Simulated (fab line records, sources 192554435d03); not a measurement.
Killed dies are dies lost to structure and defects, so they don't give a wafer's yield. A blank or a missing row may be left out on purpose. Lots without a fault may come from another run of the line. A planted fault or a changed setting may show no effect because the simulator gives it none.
Chamber matching | flow n5_finfet | N5_HKMG_FIN_ETCH_35 on rie_diel-05: 4 sister chambers
The step etches SOC in N2/H2, target depth 215.8 nm, time 243.4 s. 22 wafers are shown with their chamber, then 11 later ones without.

WAFERS WITH THEIR CHAMBER
wafer  | chamber | drypump_motor_current_A (A) | showerhead_plenum_p_Torr (Torr) | throttle_valve_pct (%)
L075.2 | 2       | 5.8                         | 2.63                            | 18.12
L075.4 | 0       | 6.3                         | 2.62                            | 18.28
L075.5 | 0       | 6.3                         | 2.62                            | 18.28
L079.1 | 0       | 6.3                         | 2.62                            | 18.28
L079.2 | 3       | 6.6                         | 2.64                            | 17.88
L079.3 | 2       | 5.7                         | 2.63                            | 18.12
L079.4 | 1       | 5.4                         | 2.42                            | 18.12
L079.5 | 1       | 5.4                         | 2.42                            | 18.12
L079.6 | 0       | 6.3                         | 2.62                            | 18.29
L080.3 | 0       | 6.3                         | 2.62                            | 18.29
L080.4 | 2       | 5.8                         | 2.62                            | 18.14
L080.5 | 0       | 6.3                         | 2.62                            | 18.29
L081.1 | 1       | 5.4                         | 2.42                            | 18.13
L081.2 | 2       | 5.8                         | 2.62                            | 18.13
L081.4 | 1       | 5.4                         | 2.42                            | 18.12
L082.1 | 2       | 5.8                         | 2.62                            | 18.14
L082.3 | 3       | 6.6                         | 2.64                            | 17.91
L082.6 | 3       | 6.6                         | 2.64                            | 17.90
L085.1 | 0       | 6.3                         | 2.62                            | 17.86
L085.2 | 2       | 5.8                         | 2.62                            | 18.14
L085.6 | 3       | 6.6                         | 2.63                            | 17.90
L087.2 | 1       | 5.4                         | 2.41                            | 18.14

SIGNATURES (means of the wafers above)
reading                  | chamber 0 | chamber 1 | chamber 2 | chamber 3 | scatter within a chamber
drypump_motor_current_A  | 6.300     | 5.400     | 5.783     | 6.600     | 0.0215
showerhead_plenum_p_Torr | 2.6200    | 2.4180    | 2.6233    | 2.6375    | 0.004
throttle_valve_pct       | 18.2243   | 18.1260   | 18.1317   | 17.8975   | 0.0932
Rule: a wafer's distance from a chamber is the root of the sum, over the readings, of the square of ((its reading less the chamber's mean) divided by the reading's scatter). The wafer belongs to the nearest chamber; if the next one is less than 2 further off, it can't be placed. The scatter: the root of (the sum of the squares of (reading less its chamber's mean) over the shown wafers, divided by (wafers less chambers)).

WAFERS WITHOUT THEIR CHAMBER
wafer  | drypump_motor_current_A (A) | showerhead_plenum_p_Torr (Torr) | throttle_valve_pct (%)
L087.4 | 6.3                         | 2.61                            | 17.87
L087.6 | 5.8                         | 2.62                            | 18.14
L089.1 | 6.6                         | 2.63                            | 17.94
L089.2 | 6.3                         | 2.61                            | 17.87
L089.3 | 5.8                         | 2.62                            | 18.17
L091.4 | 5.8                         | 2.61                            | 18.18
L091.5 | 5.4                         | 2.73                            | 17.72
L091.6 | 6.3                         | 2.61                            | 17.89
L097.3 | 6.6                         | 2.62                            | 17.96
L097.4 | 6.3                         | 2.60                            | 17.91
L097.5 | 6.3                         | 2.60                            | 17.91

WHICH CHAMBER EACH WENT THROUGH
wafer  | from the rows above | in truth
L087.4 | 0                   | 0
L087.6 | 2                   | 2
L089.1 | 3                   | 3
L089.2 | 0                   | 0
L089.3 | 2                   | 2
L091.4 | 2                   | 2
L091.5 | 2                   | 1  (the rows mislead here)
L091.6 | 0                   | 0
L097.3 | 3                   | 3
L097.4 | 0                   | 0
L097.5 | 0                   | 0
Placed correctly: 10 of 11. Can't be placed from these rows: 0. Placed wrongly: 1.
